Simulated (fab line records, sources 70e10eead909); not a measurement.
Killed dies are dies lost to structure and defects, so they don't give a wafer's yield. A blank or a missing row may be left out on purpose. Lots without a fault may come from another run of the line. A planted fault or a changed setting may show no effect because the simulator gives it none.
Chamber matching | flow nand_harc | NHARC_P_CONTACT_ALD_22 on ald_metal-02: 4 sister chambers
The step deposits TiN, target thk 3 nm, pulse time 1 s, ald cycles 150. 4 wafers are shown with their chamber, then 7 later ones without.

WAFERS WITH THEIR CHAMBER
wafer  | chamber | heater_power_w (W)
L775.5 | 2       | 1250
L776.3 | 0       | 1075
L777.1 | 3       | 1276
L777.4 | 1       | 1030

WAFERS WITHOUT THEIR CHAMBER
wafer  | heater_power_w (W)
L777.6 | 1004
L786.1 | 991
L786.3 | 1304
L786.6 | 1019
L787.1 | 1155
L787.3 | 1030
L787.6 | 1001

WHICH CHAMBER EACH WENT THROUGH
wafer  | from the rows above               | in truth
L777.6 | can't be placed: 1 or 0           | 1
L786.1 | can't be placed: 1 or 0           | 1
L786.3 | can't be placed: 3 or 2           | 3
L786.6 | can't be placed: 1 or 0           | 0
L787.1 | can't be placed: 0 or 2 or 3 or 1 | 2
L787.3 | can't be placed: 1 or 0           | 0
L787.6 | can't be placed: 1 or 0           | 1
Placed correctly: 0 of 7. Can't be placed from these rows: 7 (the true chamber is among the candidates in 7). Placed wrongly: 0.
How it was worked out, from the rows above alone: a wafer's distance from a chamber is the root of the sum, over the readings, of the square of ((its reading less the chamber's mean) divided by the reading's scatter). The wafer belongs to the nearest chamber; if the next one is less than 2 further off, it can't be placed. A chamber's mean is the mean of its shown wafers. The scatter: with one shown wafer a chamber, the root of the mean of the squares of how far each hidden wafer lies from its nearest shown one.
